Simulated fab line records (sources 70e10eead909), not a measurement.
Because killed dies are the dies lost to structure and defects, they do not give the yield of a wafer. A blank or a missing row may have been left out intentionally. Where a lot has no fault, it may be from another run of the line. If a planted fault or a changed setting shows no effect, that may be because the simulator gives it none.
Code-filled problem report in 8D (eight disciplines) form / flow nand-harc / the parts of the form that need people (team, actions taken, sign-off) are left out

## 1. WHAT WENT WRONG
raw-defect-count at NHARC_A_CHANNEL_HOLE_D2_INSPECT_40 reads a mean of 799 on 6 wafers of 2 lots; wafers without a fault read 280 with a standard deviation of 83. That is +6.3 standard deviations from the usual mean.
Earliest sighting: wafer L885.1 on defect-inspect-01 at day 19 14:46. The record has a number at this step for 33 wafers belonging to 11 lots. By rule, "out" or "out of limits" means more than 4 standard deviations away from the usual mean. All remaining wafers that have a number are taken as sound.

## 2. WHAT IT IS AND WHAT IT IS NOT
question=which readings at this step | is=raw-defect-count | is not=-
question=which lots | is=L885, L887 | is not=L872, L874, L875, L881, L886, L890, L891, L893, L894
question=which wafers of those lots | is=all that have a number | is not=-
question=read on which gauges | is=defect-inspect-01 | is not=defect-inspect-02
question=when | is=from day 19 14:46 | is not=up to then (12 sound wafers); but 15 sound wafers of L886, L890, L891, L893, L894 came after

## 3. THE SUSPECTS, EACH WITH WHAT RULES IT OUT
Counting: a tool at any process step up to the reading remains a suspect when it ran all the lots that are out and ran no sound lot after the first of those.
- the gauge at NHARC_A_CHANNEL_HOLE_D2_INSPECT_40: kept. All the wafers that are out were read on defect-inspect-01, and no step on other tools shows them out.
- rie-diel-08 at NHARC_A_CHANNEL_HOLE_D2_ETCH_16 (etches the open film in O2/COS, target depth 3100 nm, time 806 s): ruled out as a lasting fault. Sound lots L894 ran on it after its first lot that is out, L885 (day 19 08:26).
After counting, what remains is defect-inspect-01 at NHARC_A_CHANNEL_HOLE_D2_INSPECT_40.

## 4. THE CAUSE (what the simulator had put in)
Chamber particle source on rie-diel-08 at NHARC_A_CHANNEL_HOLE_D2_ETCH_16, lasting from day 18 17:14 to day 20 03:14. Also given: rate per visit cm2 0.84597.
The count ruled it out by mistake, since the rule takes a fault to strike every lot its tool runs from the start of the fault on, and this one did not do so.

## 5. THE CHAIN OF EFFECTS, in route order
Rows list readings where the struck wafers' mean (over those with a number) sits beyond 3 standard deviations from the usual. Readings are gone through only where the record gives a usual standard deviation; hours: the median, over the lots, of the time from a lot's start at the first step in this table giving one to that lot's start at this step; sigmas: the change measured in usual standard deviations.
hours=0; step=NHARC_A_CHANNEL_HOLE_D2_INSPECT_40; reading=raw-defect-count; usual=280; on struck wafers=799; change=+519; sigmas=+6.3
Later measuring or inspecting steps at which every struck wafer that the step has a row for has a number for every such reading, and none has moved that far: NHARC_END_SORT_01.

## 6. HOW IT WOULD HAVE BEEN CAUGHT EARLIER
Counted from the fault's start at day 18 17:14, it took 22 hours until the first out-of-limits reading at a measuring or inspecting step in this record, taken at day 19 14:46.
No tool reading at NHARC_A_CHANNEL_HOLE_D2_ETCH_16 that has a usual standard deviation in the record was out on any struck wafer, so an alarm limit of 4 standard deviations on those readings would not have fired.
